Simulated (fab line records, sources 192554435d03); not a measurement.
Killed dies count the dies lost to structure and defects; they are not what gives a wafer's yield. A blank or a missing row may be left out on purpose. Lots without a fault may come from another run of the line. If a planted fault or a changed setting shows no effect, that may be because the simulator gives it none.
A lot that was struck, set against a sound lot -- flow n5-finfet -- 16 steps out of a route of 1938
Sound: the wafers L149.1, L149.4, L149.6. Wafers L150.2, L150.3 were the ones struck. Last of all comes the cause.
Each step with rows lists, per side, the tool, then ch with its chambers, then its first start. Under that, the readings that differ: sound wafers -- struck wafers -- difference of the means -- sigmas: that difference in standard deviations of wafers without a fault.
alike: words and numbers the same on both sides, and readings whose means are apart by under 2 such deviations; not compared: readings that were withheld, readings missing a value for some wafer, numbers with overlapping values and no deviation given by the record, and bounds like >300 which may hide the same value.
The two part at a step that has a row with sigmas, a row that says differs or no value, or rows on one side only. When numbers do not overlap yet have no deviation, they are printed without sigmas and do not part them. A reading that every wafer of one side lacks parts them only if that side has two wafers or more.

N5_BEOL_M5_ALD_86: deposits TaN, pulse time 2 s, purge time 3 s, co reactant purge time 2 s.
  sound on ald-metal-02 ch 1,2, day 11 23:05; struck on ald-metal-01 ch 0,3, day 12 10:22
  alike: heater-power-outer-w, heater-power-w, precursor-vessel-carrier-sccm
N5_BEOL_M5_SURFACE_TREAT_87:
  sound on pvd-sputter-02, day 11 23:25; struck on pvd-sputter-03, day 12 10:47
  not compared: throttle-valve-pct
then, 3 steps without rows for these wafers: N5_BEOL_M5_CVD_47 (deposits Co from CCTBA/H2, target thk 3 nm, time 216 s); N5_BEOL_M5_SPUTTER_48 (material Cu, target thk 15 nm, time 27.62 s); N5_BEOL_M5_ANNEAL_49 (time 1800 s).
N5_BEOL_M5_SPUTTER_81: material Cu, target thk 15 nm, time 27.62 s.
  sound on pvd-sputter-02, day 12 00:43; struck on pvd-sputter-02, day 12 12:07
  alike: chuck-gas-flow-sccm, throttle-valve-pct
then, 4 steps without rows for these wafers: N5_BEOL_M5_ANNEAL_82 (time 1800 s); N5_BEOL_M5_SPUTTER_83 (material Cu, target thk 15 nm, time 27.62 s); N5_BEOL_M5_ANNEAL_84 (time 1800 s); N5_BEOL_M5_SPUTTER_88 (material Cu, target thk 15 nm, time 27.62 s).
N5_BEOL_M5_ANNEAL_89: time 1800 s.
  sound on pvd-sputter-02, day 12 02:58; struck on pvd-sputter-02, day 12 14:22
  alike: heater-power-w
N5_BEOL_M5_SPUTTER_90: material Cu, target thk 4.5 nm, time 8.29 s.
  sound on pvd-sputter-02, day 12 03:59; struck on pvd-sputter-02, day 12 15:22
  alike: chuck-gas-flow-sccm, throttle-valve-pct
N5_BEOL_M5_ECD_50: material Cu, target thk 300 nm.
  sound on ecd-cu-02 ch 0,1, day 12 04:06; struck on ecd-cu-02 ch 0, day 12 15:29
reading,sound,struck,difference,sigmas
model.Cu_of_BEOL_M5_ECD_50.thk-nm (nm),302.2 301.8 299.2,396.6 402,+98.2,
then, 1 step without rows for these wafers: N5_BEOL_M5_ANNEAL_51 (time 90 s).
N5_BEOL_M5_CMP_52: polishes, stops on SiCOH lowk, t overpolish 6.9 s, target thk 62 nm.
  sound on cmp-03 ch 1,2,3, day 12 04:37; struck on cmp-04 ch 1,2, day 12 15:53
reading,sound,struck,difference,sigmas
time-to-endpoint-s (s),70 67 62,86 91,+22,+6
  alike: motor-current-A
N5_BEOL_M5_THK_MEAS_53: measures by xrf.
  sound on film-metro-02, day 12 04:55; struck on film-metro-02, day 12 16:11
  alike: M5_THK

== WHERE THEY PART ==
Only at N5_BEOL_M5_CMP_52, as far as this record shows. Later steps at which nothing parts them and some readings are alike: N5_BEOL_M5_THK_MEAS_53.

WHY: whatever the simulator had introduced
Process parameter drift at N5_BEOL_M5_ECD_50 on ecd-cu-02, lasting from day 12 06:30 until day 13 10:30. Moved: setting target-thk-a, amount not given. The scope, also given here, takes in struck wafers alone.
